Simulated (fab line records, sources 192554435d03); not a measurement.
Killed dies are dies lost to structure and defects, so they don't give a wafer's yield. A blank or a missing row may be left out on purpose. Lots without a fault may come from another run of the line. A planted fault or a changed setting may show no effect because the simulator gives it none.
Which tool did it? | flow n5_finfet | 12 lots, 36 wafers sampled, at 2 steps of a route of 1938

WHAT THE GAUGES READ, wafer by wafer
N5_WELL_APT_OVL_MEAS_09.
lot  | measured    | on         | NWELL_OVL (nm)
L075 | day 1 19:53 | overlay-02 | 0 -4 -10
L077 | day 2 07:46 | overlay-02 | 15 4 11
L079 | day 2 20:10 | overlay-01 | 0 -3 -8
L081 | day 3 07:40 | overlay-02 | 4 2 1
L083 | day 3 19:35 | overlay-01 | -4 -6 -11
L085 | day 4 07:38 | overlay-02 | -6 -1 4
L087 | day 4 20:06 | overlay-01 | 8 1 -1
L089 | day 5 07:35 | overlay-01 | -6 0 3
L091 | day 5 19:35 | overlay-02 | 0 2 0
L093 | day 6 07:37 | overlay-01 | 5 7 11
L095 | day 6 19:37 | overlay-02 | 3 2 -4
L097 | day 7 07:43 | overlay-02 | -3 -1 -2

WHICH TOOL RAN EACH LOT (tool, then ch and the chambers of the sampled wafers, then the start)
lot  | N5_ZERO_LAYER_ETCH_17
L075 | rie_diel-03 ch 2,3, day 1 18:59
L077 | rie_diel-03 ch 0,1,3, day 2 06:54
L079 | rie_diel-03 ch 0,1, day 2 18:58
L081 | rie_diel-03 ch 1,2, day 3 06:44
L083 | rie_diel-04 ch 0,1, day 3 18:43
L085 | rie_diel-06 ch 0,1,2, day 4 06:45
L087 | rie_diel-06 ch 0,2, day 4 19:14
L089 | rie_diel-06 ch 1,2,3, day 5 06:43
L091 | rie_diel-06 ch 0,2, day 5 18:43
L093 | rie_diel-04 ch 1,2,3, day 6 06:43
L095 | rie_diel-03 ch 1,2, day 6 18:44
L097 | rie_diel-03 ch 0,1,3, day 7 06:49
- N5_ZERO_LAYER_ETCH_17: etches SiO2 in CF4, target depth 12 nm, time 13.3 s.

THE ANSWER, worked out from the rows above alone
Rule: what is usual is taken from the lots themselves. Put in order of their means at a reading, lots are off if they are a third of the lots or fewer, leave a main group of 4 or more, and stand apart from it by a gap of 3 or more times the standard deviation of the main group's means; of several such gaps the widest counts. A main group whose means are all the same, to the digits that the tables above print for the reading, isn't used. A lot without any number at a reading at which 4 lots or more have one is off too. The other lots that the step has rows for count as sound.
No lot is off at any reading shown: from this, nothing can be told.

WHAT THE SIMULATOR HAD PUT IN
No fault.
